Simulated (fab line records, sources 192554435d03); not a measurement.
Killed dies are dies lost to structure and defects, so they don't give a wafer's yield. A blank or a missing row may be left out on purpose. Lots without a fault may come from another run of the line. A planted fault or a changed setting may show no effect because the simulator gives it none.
Chamber matching | flow n5_finfet | N5_MOL_CONTACT_COAG_ETCH_105 on rie_diel-05: 4 sister chambers
The step etches SiARC in CF4, target depth 15.6 nm, time 26 s. 27 wafers are shown with their chamber, then 12 later ones without.

WAFERS WITH THEIR CHAMBER
wafer  | chamber | drypump_motor_current_A (A) | showerhead_plenum_p_Torr (Torr) | throttle_valve_pct (%)
L075.3 | 1       | 5.6                         | 2.20                            | 15.56
L075.5 | 3       | 6.4                         | 2.05                            | 15.81
L075.6 | 0       | 5.4                         | 2.22                            | 15.87
L076.2 | 0       | 5.4                         | 2.22                            | 15.87
L076.5 | 2       | 5.2                         | 2.22                            | 15.95
L076.6 | 3       | 6.5                         | 2.05                            | 15.81
L077.2 | 1       | 5.6                         | 2.20                            | 15.57
L077.4 | 2       | 5.2                         | 2.22                            | 15.94
L077.6 | 3       | 6.5                         | 2.04                            | 15.81
L078.3 | 2       | 5.2                         | 2.22                            | 15.95
L078.4 | 0       | 5.4                         | 2.22                            | 15.88
L078.6 | 2       | 5.2                         | 2.22                            | 15.95
L079.2 | 0       | 5.4                         | 2.22                            | 15.90
L079.3 | 3       | 6.5                         | 2.04                            | 15.80
L079.4 | 2       | 5.2                         | 2.22                            | 15.96
L080.2 | 1       | 5.6                         | 2.20                            | 15.56
L080.4 | 3       | 6.4                         | 2.04                            | 15.81
L080.6 | 1       | 5.6                         | 2.20                            | 15.55
L081.1 | 2       | 5.2                         | 2.21                            | 15.97
L081.4 | 1       | 5.6                         | 2.20                            | 15.57
L081.6 | 3       | 6.5                         | 2.04                            | 15.82
L083.3 | 0       | 5.4                         | 2.22                            | 15.91
L083.4 | 2       | 5.2                         | 2.21                            | 15.98
L083.5 | 2       | 5.2                         | 2.21                            | 15.96
L084.2 | 3       | 6.5                         | 2.04                            | 15.83
L084.4 | 1       | 5.6                         | 2.20                            | 15.60
L084.6 | 3       | 6.5                         | 2.04                            | 15.84

SIGNATURES (means of the wafers above)
reading                  | chamber 0 | chamber 1 | chamber 2 | chamber 3 | scatter within a chamber
drypump_motor_current_A  | 5.400     | 5.600     | 5.200     | 6.475     | 0.0255
showerhead_plenum_p_Torr | 2.2200    | 2.2000    | 2.2163    | 2.0425    | 0.00383
throttle_valve_pct       | 15.8860   | 15.5683   | 15.9575   | 15.8163   | 0.015
Rule: a wafer's distance from a chamber is the root of the sum, over the readings, of the square of ((its reading less the chamber's mean) divided by the reading's scatter). The wafer belongs to the nearest chamber; if the next one is less than 2 further off, it can't be placed. The scatter: the root of (the sum of the squares of (reading less its chamber's mean) over the shown wafers, divided by (wafers less chambers)).

WAFERS WITHOUT THEIR CHAMBER
wafer  | drypump_motor_current_A (A) | showerhead_plenum_p_Torr (Torr) | throttle_valve_pct (%)
L085.1 | 5.6                         | 2.20                            | 15.59
L085.2 | 6.5                         | 2.04                            | 15.84
L085.6 | 5.6                         | 2.20                            | 15.62
L088.1 | 5.2                         | 2.21                            | 15.98
L088.2 | 5.7                         | 2.20                            | 15.59
L088.3 | 6.5                         | 2.04                            | 15.86
L091.2 | 5.2                         | 2.21                            | 15.99
L091.3 | 5.6                         | 2.19                            | 15.62
L091.6 | 5.6                         | 2.19                            | 15.62
L092.2 | 5.6                         | 2.19                            | 15.64
L092.3 | 5.4                         | 2.21                            | 15.95
L092.4 | 5.4                         | 2.21                            | 15.95

WHICH CHAMBER EACH WENT THROUGH
wafer  | from the rows above | in truth
L085.1 | 1                   | 1
L085.2 | 3                   | 3
L085.6 | 1                   | 1
L088.1 | 2                   | 2
L088.2 | 1                   | 1
L088.3 | 3                   | 3
L091.2 | 2                   | 2
L091.3 | 1                   | 1
L091.6 | 1                   | 1
L092.2 | 1                   | 1
L092.3 | 0                   | 0
L092.4 | 0                   | 0
Placed correctly: 12 of 12. Can't be placed from these rows: 0. Placed wrongly: 0.
